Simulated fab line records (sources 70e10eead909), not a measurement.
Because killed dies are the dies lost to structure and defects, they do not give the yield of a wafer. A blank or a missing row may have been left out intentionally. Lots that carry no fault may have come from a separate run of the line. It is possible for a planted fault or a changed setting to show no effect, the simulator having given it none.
Matching of chambers + flow nand_harc + NHARC_A_CONTACT_DESCUM_74 on rie_diel-09 has 4 sister chambers
The step chemistry O2, time 3 s. 8 wafers are shown with their chamber, then 12 later ones without.

== WAFERS WITH THEIR CHAMBER ==
| wafer  | chamber | drypump_motor_current_A (A) | showerhead_plenum_p_Torr (Torr) |
|--------|---------|-----------------------------|---------------------------------|
| L082.5 | 2       | 6.3                         | 1.94                            |
| L085.4 | 0       | 6.4                         | 1.81                            |
| L086.2 | 2       | 6.3                         | 1.93                            |
| L087.2 | 3       | 5.6                         | 1.76                            |
| L087.3 | 0       | 6.4                         | 1.81                            |
| L091.2 | 1       | 5.6                         | 2.00                            |
| L091.3 | 3       | 5.7                         | 1.76                            |
| L091.5 | 1       | 5.6                         | 2.00                            |

== WAFERS WHOSE CHAMBER IS MISSING ==
| wafer  | drypump_motor_current_A (A) | showerhead_plenum_p_Torr (Torr) |
|--------|-----------------------------|---------------------------------|
| L092.3 | 6.4                         | 1.80                            |
| L092.4 | 5.6                         | 2.00                            |
| L092.5 | 6.4                         | 1.80                            |
| L093.1 | 6.4                         | 1.80                            |
| L093.2 | 6.3                         | 1.93                            |
| L093.3 | 5.6                         | 2.00                            |
| L095.3 | 5.7                         | 2.07                            |
| L095.5 | 6.4                         | 1.93                            |
| L095.6 | 5.6                         | 2.00                            |
| L097.3 | 6.4                         | 1.80                            |
| L097.5 | 5.7                         | 2.07                            |
| L097.6 | 6.4                         | 1.80                            |

== CHAMBER TAKEN BY EACH ==
| wafer  | from the rows above | in truth                   |
|--------|---------------------|----------------------------|
| L092.3 | 0                   | 0                          |
| L092.4 | 1                   | 1                          |
| L092.5 | 0                   | 0                          |
| L093.1 | 0                   | 0                          |
| L093.2 | 2                   | 2                          |
| L093.3 | 1                   | 1                          |
| L095.3 | 1                   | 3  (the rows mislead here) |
| L095.5 | 2                   | 2                          |
| L095.6 | 1                   | 1                          |
| L097.3 | 0                   | 0                          |
| L097.5 | 1                   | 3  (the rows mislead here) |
| L097.6 | 0                   | 0                          |
Correct placement for 10 of the 12. Can't be placed from these rows: 0. Number placed wrongly: 2.
How it was worked out, from the rows above alone: a wafer's distance from a chamber is the root of the sum, over the readings, of the square of ((its reading less the chamber's mean) divided by the reading's scatter). If the next closest chamber is less than 2 further off than the closest, the wafer can't be placed; otherwise it belongs to the closest. For every chamber, the mean is computed from those of its wafers that are shown. How the scatter is found: for the shown wafers, subtract from each reading the mean of its chamber, square and add these, divide the total by (wafers less chambers), then take the root.
